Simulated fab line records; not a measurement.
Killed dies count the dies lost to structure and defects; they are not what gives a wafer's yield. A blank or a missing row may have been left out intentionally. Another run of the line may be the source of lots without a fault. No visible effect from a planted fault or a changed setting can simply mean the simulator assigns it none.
Chamber matching / flow n5Finfet / aldSin-03 running N5_BEOL_M0_SAQP_SPACER2_ALD_26: 4 sister chambers
The step deposits SiO2, target thk 15 nm, pulse time 1 s, purge time 2 s. 16 wafers are shown with their chamber, then 8 later ones without.

## WAFERS WITH THEIR CHAMBER
wafer=L074.1; chamber=3; heaterPowerW (W)=395; precursorPulseHeightRel=0.976
wafer=L074.5; chamber=1; heaterPowerW (W)=445; precursorPulseHeightRel=0.985
wafer=L074.6; chamber=0; heaterPowerW (W)=550; precursorPulseHeightRel=1.030
wafer=L076.4; chamber=3; heaterPowerW (W)=391; precursorPulseHeightRel=1.001
wafer=L076.5; chamber=3; heaterPowerW (W)=388; precursorPulseHeightRel=1.014
wafer=L076.6; chamber=2; heaterPowerW (W)=531; precursorPulseHeightRel=1.000
wafer=L082.2; chamber=3; heaterPowerW (W)=393; precursorPulseHeightRel=0.996
wafer=L082.3; chamber=2; heaterPowerW (W)=536; precursorPulseHeightRel=0.955
wafer=L082.6; chamber=2; heaterPowerW (W)=549; precursorPulseHeightRel=0.979
wafer=L083.3; chamber=0; heaterPowerW (W)=558; precursorPulseHeightRel=1.031
wafer=L083.4; chamber=3; heaterPowerW (W)=401; precursorPulseHeightRel=0.999
wafer=L083.5; chamber=1; heaterPowerW (W)=417; precursorPulseHeightRel=1.012
wafer=L084.1; chamber=2; heaterPowerW (W)=525; precursorPulseHeightRel=1.007
wafer=L084.4; chamber=3; heaterPowerW (W)=404; precursorPulseHeightRel=0.990
wafer=L084.6; chamber=2; heaterPowerW (W)=523; precursorPulseHeightRel=1.002
wafer=L085.1; chamber=3; heaterPowerW (W)=393; precursorPulseHeightRel=0.996

SIGNATURES, as means of the wafers listed above
reading=heaterPowerW; chamber 0=554.00; chamber 1=431.00; chamber 2=532.80; chamber 3=395.00; scatter within a chamber=9.34
reading=precursorPulseHeightRel; chamber 0=1.03050; chamber 1=0.99850; chamber 2=0.98860; chamber 3=0.99600; scatter within a chamber=0.0159
Rule: distance of a wafer from a chamber = root of the sum over the readings of ((wafer's reading minus chamber's mean) / reading's scatter) squared. The wafer belongs to the nearest chamber; if the next one is less than 2 further off, it can't be placed. The scatter: the root of (the sum of the squares of (reading less its chamber's mean) over the shown wafers, divided by (wafers less chambers)).

## WAFERS WHOSE CHAMBER IS MISSING
wafer=L085.4; heaterPowerW (W)=546; precursorPulseHeightRel=1.006
wafer=L085.6; heaterPowerW (W)=388; precursorPulseHeightRel=0.998
wafer=L094.2; heaterPowerW (W)=543; precursorPulseHeightRel=1.006
wafer=L094.3; heaterPowerW (W)=445; precursorPulseHeightRel=1.034
wafer=L094.5; heaterPowerW (W)=540; precursorPulseHeightRel=0.986
wafer=L097.1; heaterPowerW (W)=431; precursorPulseHeightRel=1.001
wafer=L097.4; heaterPowerW (W)=538; precursorPulseHeightRel=0.988
wafer=L097.5; heaterPowerW (W)=402; precursorPulseHeightRel=0.983

## WHICH CHAMBER EACH WENT THROUGH
wafer=L085.4; from the rows above=can't be placed: 0 or 2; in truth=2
wafer=L085.6; from the rows above=3; in truth=3
wafer=L094.2; from the rows above=can't be placed: 2 or 0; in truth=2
wafer=L094.3; from the rows above=1; in truth=1
wafer=L094.5; from the rows above=2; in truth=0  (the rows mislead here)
wafer=L097.1; from the rows above=1; in truth=1
wafer=L097.4; from the rows above=2; in truth=2
wafer=L097.5; from the rows above=3; in truth=3
Correct placement for 5 of the 8. Can't be placed from these rows: 2 (the true chamber is among the candidates in 2). 1 placed wrongly.
